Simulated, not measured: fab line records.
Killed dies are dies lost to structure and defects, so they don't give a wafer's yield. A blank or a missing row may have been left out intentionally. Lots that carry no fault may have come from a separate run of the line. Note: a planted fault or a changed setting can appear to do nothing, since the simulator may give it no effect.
fab line records	flow nandHarc
[record] lots = 12	wafers = 36	lastDay = 25
route steps=1159 shown P_GATE@204 P_CONTACT@229 END@1159
lots that met no fault: from a run of the same line without faults
startH: hours from the record's first day to the start of the lot's first wafer shown	waitH: hours elapsed since this lot's preceding step	" same as the row above	L1.1+2: a row that stands for several wafers	- either no value or no given start	* or withheld: withheld	< > ~ a bound
route shown NAME@n: a module of which the file shows steps, and the number in the route of the first	usual: average and standard deviation across the fault-free wafers	same: alike in all rows	chamber/n: place in a boat	sites: readings site by site	_std_site: how widely they spread, as a standard deviation	_edge_site: mean of outer sites minus mean of inner sites	radiusMm: for every site, how far away it sits from the centre of the wafer	mask NAME#n: copy n	behind: the last tool/chamber to shape the wafer	hold: reason for holding the lot/hours on hold/outcome of the hold	device: the transistor (n, p or np) that didn't switch	end of line: the same wafers' tests at the end of the route	for a step that has no rows: nothing shown but its recipe	killed: dies lost to structure and defects at the first sort, not the wafer's yield	map: a wafer's dies, x killed, . not, _ none there
set.NAME: the setting as run; set.NAME@STEP: as run at that earlier step	model.NAME: the simulator's own value behind a step, which no gauge read
steps of the route over a sample of lots; a table a step, a row a wafer
services: when a tool's chamber went out of use (startH, in hours from the record's first day, below 0 if earlier), for how many hours, and the reason
[[steps]]
[step NHARC_P_GATE_STRIP_113]
[recipe] powerW = 1500	tempC = 110	timeS = 740	chemistry = N2/H2
[usual] drypumpMotorCurrentA = 5.8/0.39	heaterPowerW = 80.2/1.5	tempC = 110.02/0.14
[same] timeS = 740
lot.wafer	tool	chamber	startH	waitH	drypumpMotorCurrentA	heaterPowerW	rfHoursCounterH	tempC
L192.2	plasmaAsher-02	0	113.22	1.9	6.3	80.2	37	109.96
L192.3	"	1	"	"	5.3	79.2	-	110.16
L192.4	"	0	"	"	6.3	78.2	-	109.90
L193.2	plasmaAsher-02	0	119.20	0.3	6.3	80.1	41	109.98
L193.5	"	1	"	"	5.3	79.0	-	110.05
L193.6	"	0	"	"	6.3	78.0	-	110.05
L194.1	plasmaAsher-01	1	122.03	0.2	5.5	82.6	1	110.01
L194.3	"	1	"	"	5.5	80.9	-	109.96
L194.4	"	0	"	"	5.9	79.2	-	110.05
L196.1	plasmaAsher-01	0	137.33	0.3	5.9	79.7	6	109.94
L196.4	"	0	"	"	5.9	82.7	-	110.00
L196.6	"	0	"	"	5.9	78.4	-	109.68
L198.1	plasmaAsher-01	0	147.49	0.2	5.9	79.8	10	109.80
L198.2	"	1	"	"	5.5	82.4	10	110.03
L198.5	"	0	"	"	5.9	80.9	-	109.87
L197.1	plasmaAsher-02	1	148.40	0.2	5.3	78.6	50	110.03
L197.6	"	1	"	"	5.3	80.8	-	110.04
L197.5	"	0	"	"	6.3	78.8	-	109.88
L200.2	plasmaAsher-01	0	158.25	0.2	5.9	79.3	12	110.19
L200.1	"	1	"	"	5.5	82.3	12	110.13
L200.5	"	0	"	"	5.9	80.6	-	109.99
L203.1	plasmaAsher-02	1	180.95	0.2	5.3	79.1	61	110.30
L203.2	"	0	"	"	6.3	79.9	61	110.01
L203.6	"	0	"	"	6.3	80.8	-	110.03
L208.1	plasmaAsher-02	1	208.67	0.2	5.3	78.7	5	110.28
L208.2	"	0	"	"	6.3	81.2	5	110.05
L208.3	"	0	"	"	6.3	81.5	-	109.97
L209.2	plasmaAsher-01	1	213.28	0.2	5.5	80.4	33	110.12
L209.1	"	0	"	"	5.9	78.9	33	109.87
L209.6	"	0	"	"	5.9	79.7	-	109.90
L213.1	plasmaAsher-02	1	233.27	0.2	5.3	79.3	14	109.92
L213.2	"	0	"	"	6.3	80.2	14	109.81
L213.6	"	0	"	"	6.3	81.0	-	109.82
L214.4	plasmaAsher-02	1	244.76	0.3	5.3	77.4	-	110.10
L214.3	"	0	"	"	6.3	78.9	-	110.20
L214.6	"	0	"	"	6.3	82.1	-	110.23
[step NHARC_P_GATE_RTA_80]
[recipe] tempC = 300	timeS = 30
[usual] wafer_temp_C_max = 301.13/0.3
[same] timeS = 30
lot.wafer	tool	chamber	startH	waitH	wafer_temp_C_max
L192.2	rtpAnneal-02	0	115.02	-	301.28
L192.3	"	0	"	"	301.02
L192.4	"	0	"	"	301.91
L193.2	rtpAnneal-01	0	121.08	-	301.35
L193.5	"	0	"	"	300.93
L193.6	"	0	"	"	300.86
L194.1	rtpAnneal-02	0	123.92	-	301.17
L194.3	"	0	"	"	301.67
L194.4	"	0	"	"	301.11
L196.1	rtpAnneal-01	0	139.27	-	300.97
L196.4	"	0	"	"	301.44
L196.6	"	0	"	"	301.06
L198.1	rtpAnneal-02	0	149.54	-	301.25
L198.2	"	0	"	"	300.95
L198.5	"	0	"	"	300.68
L197.1	rtpAnneal-02	0	150.28	-	300.90
L197.5	"	0	"	"	300.83
L197.6	"	0	"	"	301.10
L200.1	rtpAnneal-02	0	160.14	-	301.66
L200.2	"	0	"	"	301.46
L200.5	"	0	"	"	301.14
L203.1	rtpAnneal-02	0	182.84	-	301.44
L203.2	"	0	"	"	300.83
L203.6	"	0	"	"	301.08
L208.1	rtpAnneal-01	0	210.55	-	301.00
L208.2	"	0	"	"	301.02
L208.3	"	0	"	"	301.51
L209.1	rtpAnneal-01	0	215.19	-	300.90
L209.2	"	0	"	"	300.30
L209.6	"	0	"	"	300.93
L213.1	rtpAnneal-02	0	235.15	-	301.15
L213.2	"	0	"	"	301.32
L213.6	"	0	"	"	301.07
L214.3	rtpAnneal-02	0	246.46	-	301.55
L214.4	"	0	"	"	301.93
L214.6	"	0	"	"	301.06
[step NHARC_P_CONTACT_EXPOSE_09]
[recipe] na = 1.35	targetCdNm = 90	doseMj = 81.26	maskId = P_CA
[usual] exposureDoseMJCm2 = 81.20/0.092
lot.wafer	tool	chamber	startH	waitH	mask	exposureDoseMJCm2
L192.2	arfiScanner-03	0	117.10	-	P_CA#0	81.33
L192.3	"	0	"	"	P_CA#0	81.38
L192.4	"	0	"	"	P_CA#0	81.21
L193.2	arfiScanner-02	0	123.29	-	P_CA#0	81.10
L193.5	"	0	"	"	P_CA#0	81.11
L193.6	"	0	"	"	P_CA#0	81.20
L194.1	arfiScanner-03	0	126.18	-	P_CA#0	81.29
L194.3	"	0	"	"	P_CA#0	81.18
L194.4	"	0	"	"	P_CA#0	81.31
L196.1	arfiScanner-01	0	142.43	-	P_CA#0	81.26
L196.4	"	0	"	"	P_CA#0	81.15
L196.6	"	0	"	"	P_CA#0	81.24
L198.1	arfiScanner-02	0	151.67	-	P_CA#0	81.06
L198.2	"	0	"	"	P_CA#0	81.17
L198.5	"	0	"	"	P_CA#0	81.21
L197.1	arfiScanner-03	0	152.41	-	P_CA#0	81.24
L197.5	"	0	"	"	P_CA#0	81.25
L197.6	"	0	"	"	P_CA#0	81.24
L200.1	arfiScanner-03	0	162.14	-	P_CA_R1#0	81.34
L200.2	"	0	"	"	P_CA_R1#0	81.28
L200.5	"	0	"	"	P_CA_R1#0	81.31
L203.1	arfiScanner-03	0	185.28	-	P_CA#0	81.09
L203.2	"	0	"	"	P_CA#0	81.30
L203.6	"	0	"	"	P_CA#0	81.19
L208.1	arfiScanner-03	0	212.70	-	P_CA#0	81.14
L208.2	"	0	"	"	P_CA#0	81.17
L208.3	"	0	"	"	P_CA#0	81.18
L209.1	arfiScanner-03	0	217.20	-	P_CA#0	81.11
L209.2	"	0	"	"	P_CA#0	81.07
L209.6	"	0	"	"	P_CA#0	81.12
L213.1	arfiScanner-01	0	237.18	-	P_CA#0	81.23
L213.2	"	0	"	"	P_CA#0	81.27
L213.6	"	0	"	"	P_CA#0	81.09
L214.3	arfiScanner-03	0	248.61	-	P_CA#0	81.12
L214.4	"	0	"	"	P_CA#0	81.22
L214.6	"	0	"	"	P_CA#0	81.11
[step NHARC_P_CONTACT_CD_MEAS_12]
[recipe] targetCdNm = 90	landingEnergyEv = 500
[usual] cdNm = 89.3/0.92
lot.wafer	tool	chamber	startH	waitH	cdNm
L192.2	cdSem-01	0	117.24	-	89.6
L192.3	"	0	"	"	88.4
L192.4	"	0	"	"	87.7
L193.2	cdSem-03	0	123.43	-	87.8
L193.5	"	0	"	"	88.6
L193.6	"	0	"	"	89.9
L194.1	cdSem-03	0	126.32	-	88.5
L194.3	"	0	"	"	88.6
L194.4	"	0	"	"	89.8
L196.1	cdSem-02	0	142.56	-	89.7
L196.4	"	0	"	"	89.7
L196.6	"	0	"	"	89.7
L198.1	cdSem-01	0	151.81	-	89.4
L198.2	"	0	"	"	90.6
L198.5	"	0	"	"	90.2
L197.1	cdSem-01	0	152.55	-	90.0
L197.5	"	0	"	"	91.1
L197.6	"	0	"	"	89.7
L200.1	cdSem-01	0	162.28	-	93.5
L200.2	"	0	"	"	92.5
L200.5	"	0	"	"	92.1
L203.1	cdSem-01	0	185.42	-	88.3
L203.2	"	0	"	"	89.6
L203.6	"	0	"	"	88.9
L208.1	cdSem-03	0	212.84	-	89.5
L208.2	"	0	"	"	88.8
L208.3	"	0	"	"	89.3
L209.1	cdSem-02	0	217.35	-	91.1
L209.2	"	0	"	"	89.5
L209.6	"	0	"	"	90.3
L213.1	cdSem-03	0	237.32	-	89.5
L213.2	"	0	"	"	87.6
L213.6	"	0	"	"	88.9
L214.3	cdSem-03	0	248.75	-	90.2
L214.4	"	0	"	"	91.1
L214.6	"	0	"	"	90.6
[step NHARC_P_CONTACT_ETCH_18]
[recipe] targetDepthA = 4810	timeS = 240.5	c4f8FlowSccm = 20	o2FlowSccm = 10	arFlowSccm = withheld	rfW = 600	biasW = 1500	chemistry = C4F8/O2/Ar
[usual] biasW = 1501/4.2	oesProductAu = 0.960/0.016	rfVppV = 976/5.3
[same] timeS = 240.5
lot.wafer	tool	chamber	startH	waitH	biasW	oesProductAu	rfHoursCounterH	rfVppV
L192.2	rieDiel-07	3	-	-	1500	0.991	8	977
L192.3	"	1	"	"	1499	0.955	8	986
L192.4	"	2	"	"	1501	0.954	7	969
L193.2	rieDiel-07	1	-	-	1502	0.969	9	985
L193.5	"	0	"	"	1503	0.937	-	968
L193.6	"	1	"	"	1504	0.951	-	986
L194.1	rieDiel-07	3	-	-	1495	0.966	9	978
L194.3	"	0	"	"	1504	0.936	9	968
L194.4	"	0	"	"	1491	0.931	-	969
L196.4	rieDiel-03	0	-	-	1501	0.935	9	975
L196.1	"	2	"	"	1493	0.946	9	981
L196.6	"	0	"	"	1505	0.944	-	975
L198.1	rieDiel-07	3	-	-	1502	1.000	12	977
L198.2	"	2	"	"	1510	0.936	10	972
L198.5	"	3	"	"	1506	0.989	-	977
L197.1	rieDiel-01	1	-	-	1499	0.969	2	983
L197.5	"	2	"	"	1502	0.974	-	978
L197.6	"	3	"	"	1504	0.984	-	973
L200.1	rieDiel-07	0	-	-	1497	0.943	13	967
L200.2	"	1	"	"	1503	0.956	12	984
L200.5	"	0	"	"	1502	0.943	-	969
L203.2	rieDiel-07	1	-	-	1501	0.966	14	986
L203.1	"	3	"	"	1493	0.984	15	977
L203.6	"	0	"	"	1505	0.953	-	969
L208.3	rieDiel-03	2	-	-	1502	0.963	14	980
L208.1	"	3	"	"	1500	0.979	15	980
L208.2	"	1	"	"	1503	0.963	16	973
L209.1	rieDiel-07	1	-	-	1498	0.977	17	985
L209.2	"	2	"	"	1505	0.964	16	973
L209.6	"	2	"	"	1497	0.972	-	971
L213.2	rieDiel-07	1	-	-	1495	0.978	0	985
L213.1	"	2	"	"	1499	0.958	0	969
L213.6	"	3	"	"	1506	0.986	-	976
L214.4	rieDiel-03	3	-	-	1504	0.945	2	980
L214.3	"	0	"	"	1502	0.926	2	974
L214.6	"	2	"	"	1502	0.932	-	981
[step NHARC_END_SORT_01]
[recipe] tempC = 25
[usual] killedAtArray = 26/9.1	killedAtOther = 0.7/0.9	killedAtPeriphery = 3.6/2.8	killedDies = 30/9.2	killedOpen = 3.0/1.9	killedShort = 2.0/1.4
[same] grossDies = 677
lot.wafer	tool	chamber	startH	waitH	killedAtArray	killedAtOther	killedAtPeriphery	killedDies	killedOpen	killedShort
L192.2	prober-01	0	445.34	2.8	22	1	1	24	2	2
L192.3	prober-01	0	446.14	3.1	24	0	5	29	6	4
L192.4	prober-01	0	446.94	3.4	33	0	5	38	2	4
L194.1	prober-01	0	460.13	2.5	28	0	2	30	2	1
L194.3	prober-01	0	461.75	3.1	31	1	5	37	9	4
L194.4	prober-01	0	462.56	3.4	22	0	2	24	2	0
L196.1	prober-02	0	463.12	2.5	14	0	3	17	3	2
L196.4	prober-02	0	465.53	3.4	19	1	3	23	5	3
L196.6	prober-02	0	467.13	4.0	12	0	3	15	2	0
L193.2	prober-01	0	468.78	2.8	25	0	5	30	4	3
L193.5	prober-01	0	471.16	3.7	18	0	7	25	2	2
L193.6	prober-01	0	471.96	4.0	23	0	6	29	0	3
L198.1	prober-02	0	481.72	2.5	23	1	2	26	4	3
L198.2	prober-02	0	482.52	2.8	21	3	1	25	3	0
L198.5	prober-02	0	484.94	3.7	23	5	6	34	3	2
L197.1	prober-01	0	481.75	2.5	16	2	3	21	0	2
L197.5	prober-01	0	484.89	3.6	9	2	4	15	0	1
L197.6	prober-01	0	485.67	3.9	14	1	2	17	3	0
L200.1	prober-02	0	489.53	2.5	20	1	0	21	0	0
L200.2	prober-02	0	490.33	2.8	23	0	0	23	2	2
L200.5	prober-02	0	492.71	3.7	24	1	3	28	0	2
L203.1	prober-01	0	526.09	2.5	18	0	0	18	3	1
L203.2	prober-01	0	526.89	2.8	13	1	4	18	1	2
L203.6	prober-01	0	530.10	4.0	20	0	5	25	4	2
L208.1	prober-02	0	553.92	2.5	29	1	0	30	3	1
L208.2	prober-02	0	554.71	2.8	32	1	2	35	2	4
L208.3	prober-02	0	555.50	3.1	36	0	4	40	4	2
L209.1	prober-02	0	561.64	2.5	29	0	4	33	5	4
L209.2	prober-02	0	562.44	2.8	25	0	0	25	3	0
L209.6	prober-02	0	565.64	4.0	28	1	2	31	3	2
L213.1	prober-02	0	577.31	2.5	19	1	9	29	5	1
L213.2	prober-02	0	578.10	2.8	19	0	9	28	3	0
L213.6	prober-02	0	581.28	4.0	22	1	13	36	2	2
L214.3	prober-02	0	586.64	3.1	44	1	3	48	4	5
L214.4	prober-02	0	587.45	3.4	24	0	6	30	2	4
L214.6	prober-02	0	589.06	4.0	27	0	0	27	3	0
// killed by level:class
L192.2 A_CHANNEL_HOLE_D1:chamberFilmFlake=8 A_STAIRCASE:chamberFilmFlake=5 A_CONTACT:chamberFilmFlake=4 P_CONTACT:geometricParticle:open=1 A_CHANNEL_FILL_D1:geometricParticle:short=1 A_CONTACT:geometricParticle:short=1 A_CONTACT:geometricParticle:open=1 A_SLIT:chamberFilmFlake=1
L192.3 A_CHANNEL_HOLE_D1:chamberFilmFlake=9 A_STAIRCASE:chamberFilmFlake=4 A_CHANNEL_FILL_D1:geometricParticle:open=2 A_CONTACT:geometricParticle:open=2 A_WL_FILL:chamberFilmFlake=2 A_CONTACT:chamberFilmFlake=2 P_CONTACT:geometricParticle:short=1 P_M0:geometricParticle:open=1
L192.4 A_CHANNEL_HOLE_D1:chamberFilmFlake=15 A_STAIRCASE:chamberFilmFlake=5 A_CONTACT:chamberFilmFlake=4 P_M0:chamberFilmFlake=3 A_SLIT:chamberFilmFlake=2 P_STI:geometricParticle:short=1 A_ONON_D1:geometricParticle:short=1 A_ONON_D1:geometricParticle:open=1
L194.1 A_SLIT:chamberFilmFlake=12 A_CHANNEL_HOLE_D1:chamberFilmFlake=7 A_CHANNEL_FILL_D1:chamberFilmFlake=2 A_STAIRCASE:chamberFilmFlake=2 P_CONTACT:geometricParticle:open=1 A_CONTACT:geometricParticle:short=1 A_BLC:geometricParticle:open=1 P_ZERO_WELL:chamberFilmFlake=1
L194.3 A_SLIT:chamberFilmFlake=10 A_STAIRCASE:chamberFilmFlake=4 P_ZERO_WELL:chamberFilmFlake=3 A_CHANNEL_HOLE_D1:chamberFilmFlake=3 A_CHANNEL_FILL_D1:geometricParticle:open=2 A_SGD_CUT:geometricParticle:open=2 A_BLC:geometricParticle:open=2 A_WL_FILL:chamberFilmFlake=2
L194.4 A_SLIT:chamberFilmFlake=10 A_CHANNEL_HOLE_D1:chamberFilmFlake=3 A_STAIRCASE:chamberFilmFlake=3 P_ZERO_WELL:chamberFilmFlake=2 A_WL_FILL:chamberFilmFlake=2 A_CONTACT:chamberFilmFlake=2 A_CHANNEL_HOLE_D1:geometricParticle:open=1 A_CONTACT:geometricParticle:open=1
L196.1 A_CONTACT:chamberFilmFlake=6 A_CHANNEL_HOLE_D1:chamberFilmFlake=3 P_CONTACT:geometricParticle:open=2 A_ONON_D1:geometricParticle:short=1 A_SGD_CUT:geometricParticle:short=1 A_CONTACT:geometricParticle:open=1 P_GATE:chamberFilmFlake=1 A_CHANNEL_FILL_D1:chamberFilmFlake=1
L196.4 A_STAIRCASE:chamberFilmFlake=7 A_CHANNEL_HOLE_D1:chamberFilmFlake=4 A_WL_FILL:chamberFilmFlake=2 P_CONTACT:geometricParticle:open=1 P_M0:geometricParticle:open=1 A_SOURCE_PLATE:geometricParticle:open=1 A_ONON_D1:geometricParticle:short=1 A_WL_FILL:geometricParticle:open=1
L196.6 A_CHANNEL_HOLE_D1:chamberFilmFlake=7 P_ZERO_WELL:chamberFilmFlake=2 A_CONTACT:chamberFilmFlake=2 A_CONTACT:geometricParticle:open=1 A_M0:geometricParticle:open=1 P_GATE:chamberFilmFlake=1 A_CHANNEL_FILL_D1:chamberFilmFlake=1
L193.2 A_CHANNEL_HOLE_D1:chamberFilmFlake=18 A_STAIRCASE:chamberFilmFlake=3 P_M0:geometricParticle:open=2 P_BONDPAD:chamberFilmFlake=2 P_GATE:geometricParticle:short=1 A_SGD_CUT:geometricParticle:short=1 A_BLC:geometricParticle:open=1 A_M0:geometricParticle:open=1
L193.5 A_CHANNEL_HOLE_D1:chamberFilmFlake=11 P_BONDPAD:chamberFilmFlake=4 A_CONTACT:chamberFilmFlake=3 P_M2:geometricParticle:open=1 A_ONON_D1:geometricParticle:short=1 A_WL_FILL:geometricParticle:short=1 A_WL_FILL:geometricParticle:open=1 P_STI:chamberFilmFlake=1
L193.6 A_CHANNEL_HOLE_D1:chamberFilmFlake=16 P_BONDPAD:chamberFilmFlake=4 A_STAIRCASE:chamberFilmFlake=3 P_M1:geometricParticle:short=1 A_CHANNEL_FILL_D1:geometricParticle:short=1 A_M0:geometricParticle:short=1 P_M0:chamberFilmFlake=1 A_CONTACT:chamberFilmFlake=1
L198.1 A_CHANNEL_HOLE_D1:chamberFilmFlake=13 A_CONTACT:chamberFilmFlake=2 P_GATE:geometricParticle:open=1 A_ONON_D1:geometricParticle:short=1 A_ONON_D1:geometricParticle:open=1 A_WL_FILL:geometricParticle:short=1 A_CONTACT:geometricParticle:short=1 A_CONTACT:geometricParticle:open=1
L197.1 A_CHANNEL_HOLE_D1:chamberFilmFlake=4 A_STAIRCASE:chamberFilmFlake=4 A_CONTACT:chamberFilmFlake=4 A_M0:chamberFilmFlake=2 THIN_TSV:chamberFilmFlake=2 P_GATE:geometricParticle:short=1 A_SGD_CUT:geometricParticle:short=1 P_STI:chamberFilmFlake=1
L198.2 A_CHANNEL_HOLE_D1:chamberFilmFlake=12 A_CONTACT:chamberFilmFlake=3 THIN_TSV:chamberFilmFlake=3 A_STAIRCASE:chamberFilmFlake=2 P_CONTACT:geometricParticle:open=1 A_BLC:geometricParticle:open=1 A_M0:geometricParticle:open=1 A_ZERO_WELL:chamberFilmFlake=1
L197.5 A_CONTACT:chamberFilmFlake=3 P_STI:chamberFilmFlake=2 P_GATE:chamberFilmFlake=2 A_STAIRCASE:chamberFilmFlake=2 THIN_TSV:chamberFilmFlake=2 A_WL_FILL:geometricParticle:short=1 A_CHANNEL_HOLE_D1:chamberFilmFlake=1 A_CHANNEL_FILL_D1:chamberFilmFlake=1
L198.5 A_CHANNEL_HOLE_D1:chamberFilmFlake=13 P_STI:chamberFilmFlake=5 THIN_TSV:chamberFilmFlake=5 A_STAIRCASE:chamberFilmFlake=4 A_WL_FILL:geometricParticle:open=2 A_CHANNEL_FILL_D1:geometricParticle:short=1 A_WL_FILL:geometricParticle:short=1 A_CONTACT:geometricParticle:open=1
L197.6 A_CHANNEL_HOLE_D1:chamberFilmFlake=4 A_CONTACT:chamberFilmFlake=4 A_CHANNEL_FILL_D1:chamberFilmFlake=2 P_CONTACT:geometricParticle:open=1 A_ONON_D1:geometricParticle:open=1 A_M0:geometricParticle:open=1 P_CONTACT:chamberFilmFlake=1 A_STAIRCASE:chamberFilmFlake=1
L200.1 A_CHANNEL_HOLE_D1:chamberFilmFlake=12 A_STAIRCASE:chamberFilmFlake=6 A_CONTACT:chamberFilmFlake=2 THIN_TSV:chamberFilmFlake=1
L200.2 A_CHANNEL_HOLE_D1:chamberFilmFlake=13 A_STAIRCASE:chamberFilmFlake=3 A_CONTACT:chamberFilmFlake=2 A_CHANNEL_FILL_D1:geometricParticle:open=1 A_WL_FILL:geometricParticle:short=1 A_CONTACT:geometricParticle:open=1 A_M0:geometricParticle:short=1 A_WL_FILL:chamberFilmFlake=1
L200.5 A_CHANNEL_HOLE_D1:chamberFilmFlake=15 A_STAIRCASE:chamberFilmFlake=5 P_STI:chamberFilmFlake=3 A_WL_FILL:geometricParticle:short=2 A_WL_FILL:chamberFilmFlake=1 A_CONTACT:chamberFilmFlake=1 THIN_TSV:chamberFilmFlake=1
L203.1 A_CONTACT:chamberFilmFlake=6 A_CHANNEL_HOLE_D1:chamberFilmFlake=4 A_ONON_D1:geometricParticle:open=1 A_SGD_CUT:geometricParticle:short=1 A_CONTACT:geometricParticle:open=1 A_M0:geometricParticle:open=1 A_ZERO_WELL:chamberFilmFlake=1 A_STAIRCASE:chamberFilmFlake=1
L203.2 A_CHANNEL_HOLE_D1:chamberFilmFlake=8 P_M1:chamberFilmFlake=3 THIN_TSV:chamberFilmFlake=1 A_CONTACT:geometricParticle:open=1 A_CONTACT:geometricParticle:short=1 A_BLC:geometricParticle:short=1 P_ZERO_WELL:chamberFilmFlake=1 A_ZERO_WELL:chamberFilmFlake=1
L203.6 A_CHANNEL_HOLE_D1:chamberFilmFlake=7 P_M1:chamberFilmFlake=4 A_WL_FILL:chamberFilmFlake=3 A_CONTACT:geometricParticle:open=2 A_BLC:geometricParticle:open=2 A_CONTACT:chamberFilmFlake=2 A_CONTACT:geometricParticle:short=1 A_BLC:geometricParticle:short=1
L208.1 A_SLIT:chamberFilmFlake=15 A_CHANNEL_HOLE_D1:chamberFilmFlake=6 A_CONTACT:chamberFilmFlake=4 A_ONON_D1:geometricParticle:open=1 A_SGD_CUT:geometricParticle:open=1 A_CONTACT:geometricParticle:short=1 A_CONTACT:geometricParticle:open=1 THIN_TSV:chamberFilmFlake=1
L208.2 A_SLIT:chamberFilmFlake=15 A_CONTACT:chamberFilmFlake=6 A_CHANNEL_HOLE_D1:chamberFilmFlake=5 A_SGD_CUT:geometricParticle:short=3 A_SOURCE_PLATE:geometricParticle:open=1 A_WL_FILL:geometricParticle:short=1 A_WL_FILL:geometricParticle:open=1 P_STI:chamberFilmFlake=1
L208.3 A_SLIT:chamberFilmFlake=19 A_CHANNEL_HOLE_D1:chamberFilmFlake=10 A_CONTACT:chamberFilmFlake=3 P_STI:geometricParticle:open=1 P_GATE:geometricParticle:short=1 P_M1:geometricParticle:open=1 A_ONON_D1:geometricParticle:open=1 A_CHANNEL_FILL_D1:geometricParticle:open=1
L209.1 A_CHANNEL_HOLE_D1:chamberFilmFlake=19 A_CONTACT:chamberFilmFlake=3 P_M0:geometricParticle:open=2 A_CONTACT:geometricParticle:open=2 P_CONTACT:geometricParticle:short=1 P_CONTACT:geometricParticle:open=1 A_ONON_D1:geometricParticle:short=1 A_STAIRCASE:geometricParticle:short=1
L209.2 A_CHANNEL_HOLE_D1:chamberFilmFlake=19 A_CHANNEL_FILL_D1:chamberFilmFlake=2 A_ONON_D1:geometricParticle:open=1 A_CHANNEL_FILL_D1:geometricParticle:open=1 A_CONTACT:geometricParticle:open=1 A_CONTACT:chamberFilmFlake=1
L209.6 A_CHANNEL_HOLE_D1:chamberFilmFlake=22 A_STAIRCASE:chamberFilmFlake=2 P_CONTACT:geometricParticle:open=1 P_M0:geometricParticle:open=1 A_WL_FILL:geometricParticle:short=1 A_CONTACT:geometricParticle:short=1 A_M1:geometricParticle:open=1 A_CHANNEL_FILL_D1:chamberFilmFlake=1
L213.1 A_CHANNEL_HOLE_D1:chamberFilmFlake=6 A_CONTACT:chamberFilmFlake=6 P_CONTACT:chamberFilmFlake=5 P_M2:chamberFilmFlake=3 P_M2:geometricParticle:open=1 A_ONON_D1:geometricParticle:open=1 A_ONON_D1:geometricParticle:short=1 A_CONTACT:geometricParticle:open=1
L213.2 A_CONTACT:chamberFilmFlake=8 A_CHANNEL_HOLE_D1:chamberFilmFlake=7 P_CONTACT:chamberFilmFlake=6 P_M1:geometricParticle:open=1 A_BLC:geometricParticle:open=1 A_M0:geometricParticle:open=1 P_ZERO_WELL:chamberFilmFlake=1 P_M2:chamberFilmFlake=1
L213.6 P_CONTACT:chamberFilmFlake=8 A_CHANNEL_HOLE_D1:chamberFilmFlake=8 A_CONTACT:chamberFilmFlake=6 P_M2:chamberFilmFlake=4 A_SLIT:chamberFilmFlake=3 P_GATE:geometricParticle:open=1 A_SOURCE_PLATE:geometricParticle:short=1 A_WL_FILL:geometricParticle:short=1
L214.3 A_SLIT:chamberFilmFlake=21 A_CHANNEL_HOLE_D1:chamberFilmFlake=8 A_CHANNEL_FILL_D1:geometricParticle:short=2 A_ZERO_WELL:chamberFilmFlake=2 A_CONTACT:chamberFilmFlake=2 A_SOURCE_PLATE:geometricParticle:open=1 A_ONON_D1:geometricParticle:short=1 A_CHANNEL_FILL_D1:geometricParticle:open=1
L214.4 A_SLIT:chamberFilmFlake=11 A_CHANNEL_HOLE_D1:chamberFilmFlake=7 P_ZERO_WELL:chamberFilmFlake=2 P_GATE:chamberFilmFlake=2 P_M0:geometricParticle:short=1 A_ONON_D1:geometricParticle:short=1 A_SGD_CUT:geometricParticle:short=1 A_WL_FILL:geometricParticle:short=1
L214.6 A_SLIT:chamberFilmFlake=15 A_CHANNEL_HOLE_D1:chamberFilmFlake=7 A_CONTACT:chamberFilmFlake=2 A_SOURCE_PLATE:geometricParticle:open=1 A_STAIRCASE:geometricParticle:open=1 A_WL_FILL:geometricParticle:open=1
[[services]]
tool	chamber	startH	hours	kind
plasmaAsher-01	-	98.71	8.9	repair
rieDiel-03	2	105.56	2.8	repair
rieDiel-01	2	109.13	8.1	repair
rieDiel-07	0	109.20	-	clean
rieDiel-07	1	109.20	-	clean
plasmaAsher-01	-	116.96	1.7	repair
rieDiel-07	2	125.49	5.3	repair
rieDiel-03	2	127.68	7.1	repair
rieDiel-01	-	137.95	9.0	pm
arfiScanner-03	-	140.00	4.0	pm
arfiScanner-03	-	148.13	0.3	repair
rieDiel-03	2	155.35	11.9	repair
arfiScanner-02	-	171.84	3.4	repair
rieDiel-07	-	182.65	0.2	repair
plasmaAsher-02	-	183.00	9.0	pm
arfiScanner-01	-	196.00	4.0	pm
rieDiel-03	3	198.12	6.9	repair
arfiScanner-02	-	199.37	1.0	repair
rieDiel-01	3	200.12	7.1	repair
rieDiel-01	-	206.29	0.6	repair
rieDiel-03	-	215.31	9.0	pm
arfiScanner-02	-	227.70	6.5	repair
rieDiel-07	-	228.20	9.0	pm
rieDiel-07	3	240.14	21.1	repair
[[key]]
[firstSign] step = NHARC_P_CONTACT_EXPOSE_09	reading = mask	direction = changed
[effect] step = NHARC_P_CONTACT_CD_MEAS_12	reading = cdNm	direction = up	sigmas = 3.6	usual = 89.3	struck = 92.7
metAt NHARC_P_CONTACT_EXPOSE_09
struckLots L200
testerLeftOut L200
notActingAt NHARC_P_GATE_STRIP_113,NHARC_P_GATE_RTA_80,NHARC_P_CONTACT_ETCH_18
onsetBetween 152.41 162.14
[fault] kind = wrongMask	tool = any	chamber = -	onsetH = 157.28	steps = NHARC_P_CONTACT_EXPOSE_09	auxCopy = P_CA_R1#0	cdOffsetNm = 3.6167	scope = struckLotsOnly
// testerLeftOut: of these lots the tester's yield and bins aren't shown, on N5 and GAA mostly nor the transistor test; their killed dies are dies lost to structure and defects alone, not to doping, threshold or leakage, so they don't give the yield
